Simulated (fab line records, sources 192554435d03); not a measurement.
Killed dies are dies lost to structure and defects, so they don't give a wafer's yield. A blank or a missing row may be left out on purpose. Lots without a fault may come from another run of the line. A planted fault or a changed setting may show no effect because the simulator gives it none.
A struck lot beside a sound one | flow n5_finfet | 14 steps out of a route of 1938
Sound: wafers L542.3, L542.4, L542.5. Struck: wafers L552.3, L552.5, L552.6. The cause comes at the end.
At each step with rows: each side's tool, then ch and its chambers, then its first start. Under that, the readings that differ: sound wafers | struck wafers | difference of the means | sigmas: that difference in standard deviations of wafers without a fault.
alike: readings whose means differ by less than 2 such deviations, and words and numbers that are the same on both sides. not compared: withheld readings, readings that some wafer has no value for, bounds like >300 that may hide the same value, and numbers for which the record gives no deviation and whose values overlap.
The two part at a step that has a row with sigmas, a row that says differs or no value, or rows on one side only. Numbers that don't overlap but have no deviation are shown without sigmas and don't part them. A reading that every wafer of one side lacks parts them only if that side has two wafers or more.

first, 1 step without rows for these wafers: N5_BEOL_M1_STRIP_75 (strips in N2/H2).
N5_BEOL_M1_STRIP_66: strips in CF4.
  sound on rie_diel-03 ch 2,3, day 7 12:31; struck on rie_diel-03 ch 0,3, day 10 02:42
  alike: drypump_motor_current_A, oes_product_au, rf_vpp_V, showerhead_plenum_p_Torr, throttle_valve_pct
  not compared: rf_hours_counter_h
N5_BEOL_M1_HM_OPEN_17: chemistry Cl2/BCl3, target TiN, target depth 20 nm, overetch 6 nm.
  sound on rie_metal-02 ch 0,1, day 7 12:35; struck on rie_metal-02 ch 0,1, day 10 02:47
  alike: drypump_motor_current_A, oes_ar_750_au, oes_product_au, throttle_valve_pct
  not compared: rf_hours_counter_h
N5_BEOL_M1_STRIP_19: strips in O2.
  sound on rie_diel-05 ch 0,2, day 7 12:40; struck on rie_diel-05 ch 0,1, day 10 02:52
  alike: drypump_motor_current_A, oes_product_au, rf_vpp_V, showerhead_plenum_p_Torr, throttle_valve_pct
  not compared: rf_hours_counter_h
N5_BEOL_M1_CD_MEAS_18: pitch 36 nm, target cd 18 nm.
  sound on cd_sem-03, day 7 12:44; struck on cd_sem-03, day 10 02:56
  alike: cd_nm
then, 7 steps without rows for these wafers: N5_BEOL_M1_COAT_67 (time 60 s, resist thk 60 nm); N5_BEOL_M1_COAT_68 (time 60 s, resist thk 12 nm); N5_BEOL_M1_COAT_76 (time 60 s, resist thk 5 nm); N5_BEOL_M1_COAT_22 (resist thk 30 nm); N5_BEOL_M1_EBR_24; N5_BEOL_M1_SOFTBAKE_23 (time 60 s); N5_BEOL_M1_EXPOSE_25 (exposes mask V0, defocus 5 nm, target cd 24 nm).
N5_BEOL_M1_PEB_26: peb time 60 s.
  sound on litho_track-02 ch 0, day 7 12:59; struck on litho_track-03, day 10 03:19
  no value came back on the struck wafers for chill_plate_temp_C (C), exhaust_pa (Pa); on the sound wafers chill_plate_temp_C (C) reads 23.06 22.88 22.91
then, 1 step without rows for these wafers: N5_BEOL_M1_DEVELOP_27 (develop time 30 s).

WHERE THEY PART
Only at N5_BEOL_M1_PEB_26, within this record.

WHY: what the simulator had put in
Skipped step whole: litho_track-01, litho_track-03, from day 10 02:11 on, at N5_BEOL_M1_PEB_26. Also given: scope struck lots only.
